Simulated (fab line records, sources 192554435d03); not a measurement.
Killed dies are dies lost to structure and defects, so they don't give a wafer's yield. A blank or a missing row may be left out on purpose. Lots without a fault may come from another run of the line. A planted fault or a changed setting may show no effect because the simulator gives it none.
One fault seen from 2 desks | flow n5_finfet | each desk has only its own numbers; what lay behind them comes last

THE METROLOGY DESK
What the gauges read, lot by lot, whatever tool the lot ran on: means of the sampled wafers that have a number. A lot is out of limits, marked OUT, if its mean lies more than 4 standard deviations from the usual mean; the brackets give that distance.
Columns: A = M12_ILD_THK at N5_BEOL_M12_THK_MEAS_01, usual 657 nm
lot  | first seen here | A
L918 | day 10 19:25    | 653
L921 | day 11 10:56    | 654
L925 | day 12 12:38    | 658
L926 | day 12 14:32    | 662
L927 | day 12 23:29    | 660
L928 | day 13 03:04    | 664
L932 | day 13 22:54    | 977 (+41) OUT
L933 | day 14 00:14    | 816 (+20) OUT
L940 | day 15 23:31    | 659
L939 | day 17 03:59    | 659
This desk's finding: out of limits on L932, L933; first on L932, day 13 22:54 (M12_ILD_THK at N5_BEOL_M12_THK_MEAS_01). In limits: L918, L921, L925, L926, L927, L928, L940, L939.

THE TOOL OWNER'S DESK: pecvd-04
The tool's own readings at N5_BEOL_M12_ILD_DEP_00 (deposits SiOC from DEMS/O2, target thk 658.92 nm, time 130.7 s): means of the sampled wafers that have a number, for each lot that ran on this tool. A lot is out of limits, marked OUT, if its mean lies more than 4 standard deviations from the usual mean; the brackets give that distance.
Columns: A = heater_power_w at N5_BEOL_M12_ILD_DEP_00, usual 458 W; B = rf_fwd_power_W at N5_BEOL_M12_ILD_DEP_00, usual 497.8 W; C = run_length_s at N5_BEOL_M12_ILD_DEP_00, usual 175.6 s; D = showerhead_plenum_p_Torr at N5_BEOL_M12_ILD_DEP_00, usual 5.696 Torr; E = throttle_valve_pct at N5_BEOL_M12_ILD_DEP_00, usual 12.0 %
lot  | first seen here | A   | B     | C                       | D     | E
L921 | day 11 10:49    | 396 | 496.8 | 175.3                   | 5.679 | 11.5
L927 | day 12 23:22    | 429 | 497.9 | 175.2                   | 5.700 | 11.3
L928 | day 13 02:56    | 421 | 496.8 | 175.1                   | 5.691 | 11.3
L932 | day 13 22:46    | 425 | 497.6 | 239.4 (+99 or more) OUT | 5.707 | 11.3
L933 | day 14 00:09    | 386 | 496.9 | 206.8 (+55) OUT         | 5.703 | 11.4
This desk's finding: out of limits on L932, L933; first on L932, day 13 22:46 (run_length_s at N5_BEOL_M12_ILD_DEP_00). In limits: L921, L927, L928.

PUT TOGETHER
The tool owner's desk could have raised an alarm at day 13 22:46, on L932, L933.
The metrology desk could have raised an alarm at day 13 22:54, on L932, L933.
Of the lots named, all ran N5_BEOL_M12_ILD_DEP_00 on pecvd-04.

WHAT THE SIMULATOR HAD PUT IN
Process parameter drift: pecvd-04, from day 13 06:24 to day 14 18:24, at N5_BEOL_M12_ILD_DEP_00. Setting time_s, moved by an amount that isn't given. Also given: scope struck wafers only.
Lots struck among those shown: L932, L933.
Hours from the fault's start to each desk's first reading out of limits: the tool owner's desk, 16; the metrology desk, 16.
